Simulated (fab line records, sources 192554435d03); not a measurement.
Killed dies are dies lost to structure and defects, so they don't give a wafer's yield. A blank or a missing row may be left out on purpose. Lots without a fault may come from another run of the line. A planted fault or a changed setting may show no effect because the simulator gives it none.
fab line records | flow n5_finfet
record lots=7 wafers=39
route steps=1938 shown FIN_CUT@169 DUMMY_GATE@228 MOL_CONTACT_COAG@547
start_h: hours from the record's first day to the start of the lot's first wafer shown | wait_h: hours since the lot's step before | " the same as in the row above | L1.1+2: a row that stands for several wafers | - no value, or no start given | * or withheld: withheld | < > ~ a bound
route shown NAME@n: a module of which the file shows steps, and the number in the route of the first | usual: mean/standard deviation of fault-free wafers | same: alike in all rows | chamber/n: place in a boat | sites: the reading at each site | _std_site: their standard deviation | _edge_site: outer sites' mean less inner sites' | radius_mm: how far each site lies from the wafer's centre | mask NAME#n: copy n | behind: the tool/chamber that last shaped the wafer | hold: why the lot was held/for how many hours/how that ended | device: the transistor (n, p or np) that didn't switch | end of line: the same wafers' tests at the end of the route | a step without rows: its recipe alone | killed: dies lost to structure and defects at the first sort, not the wafer's yield | map: a wafer's dies, x killed, . not, _ none there
set.NAME: the setting as run; set.NAME@STEP: as run at that earlier step | model.NAME: the simulator's own value behind a step, which no gauge read
lots whose settings were changed on purpose; a table a step, a row a wafer
## steps
# step N5_FIN_CUT_ETCH_21
# recipe chemistry=N2/H2 target=SOC target_depth_a=2190 overetch_a=438 mask_material=SiARC temp_c=40 ion_energy_ev=100 bias_w=61 time_s=523.5 pressure_mtorr=30 source_w=850 n2_flow_sccm=200 h2_flow_sccm=200
# columns lot.wafer tool chamber start_h wait_h set.time_s model.SiARC_of_FIN_CUT_COAT_19.thk_nm
L074.1+4 rie_diel-05 1,2 28.58 0.0 523.5 11.6
L074.6 " 0 " " 523.5 11.8
L078.1+3+6 rie_diel-05 3,2,2 50.71 0.0 613.1 10.4
L078.2+4+5 " 0,1,1 " " 523.5 11.8
L079.1+2+6 rie_diel-01 3,0,3 58.28 0.0 523.5 11.8
L079.3 " 1 " " 523.5 12.2
L079.4+5 " 2 " " 523.5 11.6
L082.1+4 rie_diel-05 0,3 76.68 0.0 486.5 12.4
L082.2 " 1 " " 523.5 11.6
L082.3 " 2 " " 486.5 12.2
L082.5+6 " 2,3 " " 523.5 11.8
L091.1+5 rie_diel-01 1 129.73 0.0 523.5 12.4
L091.2 " 3 " " 523.5 11.8
L091.3+6 " 0 " " 475.6 12.8
L091.4 " 3 " " 475.6 12.6
L094.1+6 rie_diel-06 1,3 147.73 0.0 523.5 12
L094.2 " 0 " " 523.5 12.2
L094.3 " 2 " " 417.3 13.4
L094.4 " 3 " " 417.3 13.6
L094.5 " 0 " " 417.3 13.8
L095.1 rie_diel-06 3 153.97 0.0 629.7 10.2
L095.2+3+6 " 0,1,1 " " 523.5 12
L095.4+5 " 2 " " 629.7 10
# step N5_DUMMY_GATE_EXPOSE_12
# recipe mask_id=GATE na=0.33 source_shape=annular sigma_inner=0.2 sigma_outer=0.6 polarization=unpolarized target_cd_nm=25 dose_mj=34
# columns lot.wafer tool chamber start_h wait_h mask set.dose_mj
L074.1+4+6 euv_scanner-02 0 46.68 - GATE#0 34
L078.1+2+3 euv_scanner-02 0 69.33 - GATE#0 34
L078.4+5+6 " 0 " " GATE#0 31.66
L079.1+2+3+4+5+6 euv_scanner-01 0 77.24 - GATE#0 34
L082.1+2+5 euv_scanner-02 0 95.53 - GATE#0 34
L082.3+4+6 " 0 " " GATE#0 33.08
L091.1+3+5 euv_scanner-02 0 149.34 - GATE#0 35.18
L091.2+4+6 " 0 " " GATE#0 34
L094.1+2+5 euv_scanner-01 0 167.70 - GATE#0 34
L094.3+4+6 " 0 " " GATE#0 36.25
L095.1+2+3+4+5+6 euv_scanner-02 0 174.06 - GATE#0 34
# step N5_DUMMY_GATE_PEB_13
# recipe peb_temp_c=100 peb_time_s=60 resist=CAR-EUV
# step N5_DUMMY_GATE_DEVELOP_14
# recipe develop_time_s=30 developer=TMAH resist=CAR-EUV rinse_liquid=surfactant_rinse dry=air_spin dev_temp_c=23
# step N5_DUMMY_GATE_CD_MEAS_15
# recipe target_cd_nm=25.8 landing_energy_ev=500 detector=se_inlens
# usual cd_nm=25.02/0.22
# columns lot.wafer tool chamber start_h wait_h set.dose_mj@DUMMY_GATE_EXPOSE_12 cd_nm
L074.1 cd_sem-02 0 46.80 - 34 25.41
L074.4 " 0 " " 34 24.88
L074.6 " 0 " " 34 24.88
L078.1 cd_sem-03 0 69.45 - 34 25.12
L078.2 " 0 " " 34 25.08
L078.3 " 0 " " 34 25.00
L078.4 " 0 " " 31.66 26.31
L078.5 " 0 " " 31.66 26.76
L078.6 " 0 " " 31.66 26.03
L079.1 cd_sem-01 0 77.37 - 34 24.93
L079.2 " 0 " " 34 24.94
L079.3 " 0 " " 34 25.04
L079.4 " 0 " " 34 25.42
L079.5 " 0 " " 34 25.07
L079.6 " 0 " " 34 25.22
L082.1 cd_sem-01 0 95.66 - 34 25.20
L082.2 " 0 " " 34 24.70
L082.3 " 0 " " 33.08 25.47
L082.4 " 0 " " 33.08 25.18
L082.5 " 0 " " 34 24.88
L082.6 " 0 " " 33.08 25.26
L091.1 cd_sem-03 0 149.47 - 35.18 24.59
L091.2 " 0 " " 34 24.88
L091.3 " 0 " " 35.18 24.74
L091.4 " 0 " " 34 25.03
L091.5 " 0 " " 35.18 24.49
L091.6 " 0 " " 34 25.13
L094.1 cd_sem-01 0 167.83 - 34 25.06
L094.2 " 0 " " 34 25.04
L094.3 " 0 " " 36.25 24.36
L094.4 " 0 " " 36.25 23.72
L094.5 " 0 " " 34 24.91
L094.6 " 0 " " 36.25 23.78
L095.1 cd_sem-01 0 174.19 - 34 24.97
L095.2 " 0 " " 34 24.98
L095.3 " 0 " " 34 24.77
L095.4 " 0 " " 34 25.09
L095.5 " 0 " " 34 24.94
L095.6 " 0 " " 34 25.22
# step N5_DUMMY_GATE_ETCH_31
# recipe chemistry=C4F6/O2 target=SiO2 mask_material=SOC target_depth_a=825 time_s=27.5 ion_energy_ev=250 pressure_mtorr=30 source_w=345 bias_w=185 Ar_flow_sccm=300 C4F6_flow_sccm=10 O2_flow_sccm=10
# columns lot.wafer tool chamber start_h wait_h set.target_depth_a model.etch.depth_nm
L074.1 rie_diel-06 1 47.36 0.0 825 81.58
L074.4 " 2 " " 825 84.75
L074.6 " 1 " " 825 81.05
L078.1 rie_diel-05 1 70.09 0.0 763.3 77.3
L078.2 " 0 " " 763.3 76.2
L078.3 " 3 " " 825 82.84
L078.4 " 2 " " 825 83.72
L078.5 " 0 " " 763.3 76.47
L078.6 " 3 " " 825 82.18
L079.1 rie_diel-05 3 77.92 0.0 825 82.65
L079.2 " 0 " " 784.6 77.64
L079.3 " 2 " " 784.6 79.25
L079.4 " 1 " " 825 83.33
L079.5 " 1 " " 784.6 79.4
L079.6 " 0 " " 825 81.66
L082.1 rie_diel-06 2 96.36 0.0 825 83.79
L082.2 " 3 " " 825 81.38
L082.3 " 0 " " 825 79.82
L082.4 " 1 " " 825 80.68
L082.5 " 2 " " 825 83.83
L082.6 " 3 " " 825 81.62
L091.1 rie_diel-01 0 150.02 0.0 776.4 77.19
L091.2 " 3 " " 825 83.48
L091.3 " 1 " " 825 80.08
L091.4 " 2 " " 776.4 79.9
L091.5 " 3 " " 776.4 77.95
L091.6 " 2 " " 825 85.3
L094.1 rie_diel-05 2 168.38 0.0 825 83.9
L094.2 " 0 " " 825 81.2
L094.3 " 3 " " 825 81.63
L094.4 " 1 " " 863.1 87.09
L094.5 " 0 " " 863.1 85.26
L094.6 " 1 " " 863.1 86.66
L095.1 rie_diel-05 1 174.82 0.0 825 83.29
L095.2 " 2 " " 874.9 88.32
L095.3 " 3 " " 825 82.25
L095.4 " 0 " " 825 81.8
L095.5 " 1 " " 874.9 88.66
L095.6 " 0 " " 874.9 87.23
# step N5_DUMMY_GATE_ETCH_32
# recipe chemistry=CF4 target=SiO2 target_depth_a=35 time_s=3.9 ion_energy_ev=350 pressure_mtorr=10 icp_w=800 bias_w=400 cf4_flow_sccm=80
# columns lot.wafer tool chamber start_h wait_h set.time_s model.etch.depth_nm
L074.1 rie_si-01 3 47.61 0.1 3.9 3.483
L074.4 " 2 " " 3.9 3.499
L074.6 " 2 " " 3.9 3.516
L078.1 rie_si-03 1 70.34 0.1 3.9 3.429
L078.2 " 0 " " 3.9 3.435
L078.3 " 3 " " 3.9 3.6
L078.4 " 2 " " 3.9 3.555
L078.5 " 2 " " 3.9 3.54
L078.6 " 3 " " 3.9 3.57
L079.1 rie_si-01 0 78.17 0.1 3.9 3.497
L079.2 " 2 " " 3.9 3.517
L079.3 " 3 " " 3.302 2.923
L079.4 " 2 " " 3.9 3.549
L079.5 " 0 " " 3.302 2.937
L079.6 " 3 " " 3.302 2.922
L082.1 rie_si-01 2 96.63 0.1 3.9 3.549
L082.2 " 1 " " 4.255 4.05
L082.3 " 0 " " 3.9 3.508
L082.4 " 3 " " 4.255 3.783
L082.5 " 3 " " 3.9 3.475
L082.6 " 0 " " 4.255 3.856
L091.1 rie_si-05 1 150.27 0.1 3.9 3.5
L091.2 " 3 " " 3.9 3.537
L091.3 " 0 " " 4.478 4.17
L091.4 " 2 " " 4.478 3.989
L091.5 " 2 " " 4.478 3.985
L091.6 " 3 " " 3.9 3.542
L094.1 rie_si-01 2 168.63 0.1 3.9 3.556
L094.2+6 " 1 " " 3.9 3.708
L094.3 " 0 " " 3.9 3.505
L094.4 " 3 " " 3.9 3.45
L094.5 " 2 " " 3.9 3.565
L095.1 rie_si-05 1 175.06 0.1 3.9 3.472
L095.2 " 0 " " 3.9 3.631
L095.3 " 2 " " 3.9 3.509
L095.4 " 3 " " 3.9 3.566
L095.5 " 2 " " 3.9 3.504
L095.6 " 3 " " 3.9 3.568
# step N5_MOL_CONTACT_COAG_SPUTTER_143
# recipe material=Co target_thk_a=25 temp_c=25 chamber_pressure_pa=0.2
# columns lot.wafer tool chamber start_h wait_h set.target_thk_a model.Co_of_MOL_CONTACT_COAG_SPUTTER_143.thk_nm
L074.1+4+6 pvd_sputter-02 - 92.85 0.0 25 2.4
L078.1+3+4 pvd_sputter-03 - 117.55 0.0 26.91 2.6
L078.2+5+6 " - " " 25 2.4
L079.1+3 pvd_sputter-03 - 122.23 0.0 25 2.6
L079.2+4+5+6 " - " " 25 2.4
L082.1+4+5 pvd_sputter-01 - 144.43 0.0 25 2.4
L082.2+3+6 " - " " 22.61 2.2
L091.1+3+5 pvd_sputter-01 - 194.71 0.0 28.33 2.8
L091.2+4+6 " - " " 25 2.4
L094.1+2+6 pvd_sputter-02 - 212.92 0.0 25 2.6
L094.3+4+5 " - " " 27.82 2.8
L095.1+5+6 pvd_sputter-02 - 219.12 0.0 25 2.6
L095.2+4 " - " " 22.54 2.2
L095.3 " - " " 22.54 2.4
# step N5_MOL_CONTACT_COAG_SPUTTER_130
# recipe material=Co target_thk_a=475 temp_c=25 chamber_pressure_pa=0.5 power_w=3000
# columns lot.wafer tool chamber start_h wait_h set.target_thk_a model.Co_of_MOL_CONTACT_COAG_SPUTTER_130.thk_nm
L074.1+4+6 pvd_sputter-01 - 95.49 0.0 475 47.8
L078.1+5 pvd_sputter-03 - 121.77 0.0 456.4 46
L078.2 " - " " 475 47.2
L078.3 " - " " 475 47.6
L078.4 " - " " 456.4 45.4
L078.6 " - " " 475 47.4
L079.1 pvd_sputter-02 - 125.79 0.0 475 46
L079.2+3 " - " " 475 47
L079.4 " - " " 475 47.2
L079.5 " - " " 475 46.4
L079.6 " - " " 475 47.4
L082.1 pvd_sputter-03 - 146.56 0.0 475 48.2
L082.2 " - " " 475 48.4
L082.3 " - " " 475 47.8
L082.4+5+6 " - " " 475 48.6
L091.1 pvd_sputter-02 - 197.59 0.0 413.7 40.8
L091.2 " - " " 475 47.8
L091.3 " - " " 475 47.2
L091.4+5 " - " " 413.7 41.6
L091.6 " - " " 475 46.8
L094.1+2 pvd_sputter-02 - 218.04 0.0 475 48
L094.3 " - " " 519.6 51.6
L094.4 " - " " 519.6 52
L094.5 " - " " 475 47.8
L094.6 " - " " 519.6 51.4
L095.1 pvd_sputter-01 - 221.30 0.0 475 48.6
L095.2 " - " " 450.1 45.6
L095.3 " - " " 475 47.8
L095.4 " - " " 450.1 45.8
L095.5 " - " " 475 48
L095.6 " - " " 450.1 45.4
## key
split step=N5_FIN_CUT_ETCH_21 setting=time_s stated=523.5 by=wafer
response step=N5_FIN_CUT_ETCH_21 reading=model.SiARC_of_FIN_CUT_COAT_19.thk_nm change=-0.0827 per=1% r=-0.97
split step=N5_DUMMY_GATE_EXPOSE_12 setting=dose_mj stated=34 by=wafer
response step=N5_DUMMY_GATE_CD_MEAS_15 reading=cd_nm change=-0.166 per=1% r=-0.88
split step=N5_DUMMY_GATE_ETCH_31 setting=target_depth_a stated=825 by=wafer
response step=N5_DUMMY_GATE_ETCH_31 reading=model.etch.depth_nm change=+0.842 per=1% r=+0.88
split step=N5_DUMMY_GATE_ETCH_32 setting=time_s stated=3.9 by=wafer
response step=N5_DUMMY_GATE_ETCH_32 reading=model.etch.depth_nm change=+0.0379 per=1% r=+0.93
split step=N5_MOL_CONTACT_COAG_SPUTTER_143 setting=target_thk_a stated=25 by=wafer
response step=N5_MOL_CONTACT_COAG_SPUTTER_143 reading=model.Co_of_MOL_CONTACT_COAG_SPUTTER_143.thk_nm change=+0.0259 per=1% r=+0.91
split step=N5_MOL_CONTACT_COAG_SPUTTER_130 setting=target_thk_a stated=475 by=wafer
response step=N5_MOL_CONTACT_COAG_SPUTTER_130 reading=model.Co_of_MOL_CONTACT_COAG_SPUTTER_130.thk_nm change=+0.441 per=1% r=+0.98
